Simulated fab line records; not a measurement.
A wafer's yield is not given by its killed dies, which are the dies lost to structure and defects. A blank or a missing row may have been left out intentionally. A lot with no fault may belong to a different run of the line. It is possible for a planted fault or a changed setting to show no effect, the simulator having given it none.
What tool caused it? | flow n5Finfet | 9 lots with 27 wafers sampled at 2 steps, on a route of 1938 steps

== WHAT THE GAUGES SHOWED, per wafer ==
N5_BEOL_M0_CUTY_OVL_MEAS_58.
lot  | measured     | on         | M0_ABLK_OVL (nm)
L864 | day 5 20:33  | overlay-01 | 1.0 0.0 1.6
L866 | day 6 17:07  | overlay-01 | -1.5 1.1 0.6
L873 | day 8 01:55  | overlay-01 | 0.5 -1.0 0.6
L876 | day 9 05:17  | overlay-01 | 8.4 8.5 8.4
L879 | day 9 19:38  | overlay-01 | 7.7 5.5 7.1
L883 | day 10 19:39 | overlay-02 | -1.7 -0.5 -2.2
L884 | day 10 21:41 | overlay-02 | -0.3 -0.2 -0.5
L885 | day 11 03:45 | overlay-01 | 0.2 0.8 -0.5
L887 | day 11 11:27 | overlay-01 | 0.3 -0.8 0.1

== WHAT TOOL EACH LOT RAN ON (gives the tool, then ch and the chambers of the sampled wafers, and finally the start) ==
lot  | N5_BEOL_M0_CUTY_EXPOSE_54
L864 | arfiScanner-02 ch 0, day 5 20:25
L866 | arfiScanner-02 ch 0, day 6 16:58
L873 | arfiScanner-02 ch 0, day 8 01:47
L876 | arfiScanner-02 ch 0, day 9 05:08
L879 | arfiScanner-02 ch 0, day 9 19:28
L883 | arfiScanner-03 ch 0, day 10 19:29
L884 | arfiScanner-01 ch 0, day 10 21:32
L885 | arfiScanner-03 ch 0, day 11 03:36
L887 | arfiScanner-03 ch 0, day 11 11:18
- N5_BEOL_M0_CUTY_EXPOSE_54: exposes mask M0 ABLK.

== THE ANSWER, worked out from the rows above alone ==
Rule: what is usual is taken from the lots themselves. The widest of any qualifying gaps counts: lots, ordered by their means at a reading, are off when they make up no more than a third of the lots, leave a main group of 4 or more, and stand apart from it by 3 or more times the standard deviation of that group's means. Not used: any main group whose means are identical at the precision the tables above print for the reading. A lot without any number at a reading at which 4 lots or more have one is off too. Where the step has rows for the other lots, those lots are counted as sound.
Off: L876, L879, at N5_BEOL_M0_CUTY_OVL_MEAS_58 (M0_ABLK_OVL). The main group: mean -0.1 nm, standard deviation 0.65.
A tool fits if, at a process step before that reading, it ran every lot that is off, and no sound lot after the first of them. Those tools and the gauges at N5_BEOL_M0_CUTY_OVL_MEAS_58 are tried in the same way. One fits: arfiScanner-02 at N5_BEOL_M0_CUTY_EXPOSE_54. Its last sound lot is L873 (day 8 01:47), its first lot that is off L876 (day 9 05:08): a fault that began between those two fits.

== WHAT HAD BEEN PUT IN BY THE SIMULATOR ==
Scanner matching overlay: arfiScanner-02, from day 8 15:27 on, at N5_BEOL_M0_CUTY_EXPOSE_54. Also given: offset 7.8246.
Lots struck among those shown: L876, L879. The rule given above showed the same thing.
